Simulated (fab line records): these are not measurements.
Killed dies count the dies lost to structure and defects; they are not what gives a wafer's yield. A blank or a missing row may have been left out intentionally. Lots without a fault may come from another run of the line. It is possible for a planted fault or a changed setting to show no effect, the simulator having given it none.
One fault seen from 2 desks + flow nand harc + numbers are kept per desk, each desk with only its own; the story behind them comes last

== THE DEFECT DESK ==
For each lot, the counts of the inspections along the route, averaged over the sampled wafers that have a number. Any lot whose mean is over 4 standard deviations away from the usual mean is out of limits and marked OUT; that distance is given in the brackets.
Columns: A = raw defect count at NHARC_A_CHANNEL_HOLE_D1_INSPECT_40, usual 74
| lot  | first seen here | A              |
|------|-----------------|----------------|
| L801 | day 8 21:28     | 52             |
| L802 | day 9 10:52     | 62             |
| L803 | day 9 13:43     | 110            |
| L804 | day 10 01:44    | 71             |
| L806 | day 11 01:47    | 37             |
| L807 | day 11 15:22    | 88             |
| L808 | day 11 18:46    | 55             |
| L809 | day 12 03:51    | 118            |
| L818 | day 15 16:19    | 561 (+17) OUT  |
| L820 | day 16 13:04    | 313 (+8.5) OUT |
| L824 | day 18 08:02    | 66             |
This desk's verdict: out of limits on L818, L820, starting with L818 at day 15 16:19 (raw defect count at NHARC_A_CHANNEL_HOLE_D1_INSPECT_40). L801, L802, L803, L804, L806, L807, L808, L809, L824: within limits.

== DESK OF THE TOOL OWNER: har etch-02 ==
The tool's own readings at NHARC_A_CHANNEL_HOLE_D1_ETCH_21 (etches the open film in C4F8/O2/Ar, time 514.3 s, target depth 1600 nm): means of the sampled wafers that have a number, for each lot that ran on this tool. Any lot whose mean is over 4 standard deviations away from the usual mean is out of limits and marked OUT; that distance is given in the brackets.
Columns: A = drypump motor current A at NHARC_A_CHANNEL_HOLE_D1_ETCH_21, usual 5.9 A; B = showerhead plenum p Torr at NHARC_A_CHANNEL_HOLE_D1_ETCH_21, usual 3.69 Torr; C = throttle valve pct at NHARC_A_CHANNEL_HOLE_D1_ETCH_21, usual 32.155 %
| lot  | first seen here | A   | B    | C      |
|------|-----------------|-----|------|--------|
| L803 | day 9 08:30     | 5.4 | 3.62 | 32.147 |
| L807 | day 11 09:53    | 5.8 | 3.60 | 32.143 |
| L809 | day 11 22:35    | 5.4 | 3.60 | 32.156 |
| L818 | day 15 11:05    | 5.8 | 3.57 | 32.155 |
| L820 | day 16 07:48    | 5.5 | 3.57 | 32.163 |
Result from this desk: across the 5 lots, nothing is out of limits.

== BROUGHT TOGETHER ==
The defect desk could have raised an alarm at day 15 16:19, on L818, L820.
Nothing out of limits was seen by the tool owner's desk.
On record at the tool owner's desk: L818, L820, within its limits.
The lots listed all ran NHARC_A_CHANNEL_HOLE_D1_ETCH_21 on har etch-02.

== WHAT THE SIMULATOR HAD PUT IN ==
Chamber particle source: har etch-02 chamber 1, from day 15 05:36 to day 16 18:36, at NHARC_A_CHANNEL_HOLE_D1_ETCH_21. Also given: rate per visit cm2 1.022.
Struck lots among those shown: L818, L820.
Hours from the fault's start to each desk's first reading out of limits: the defect desk, 11.
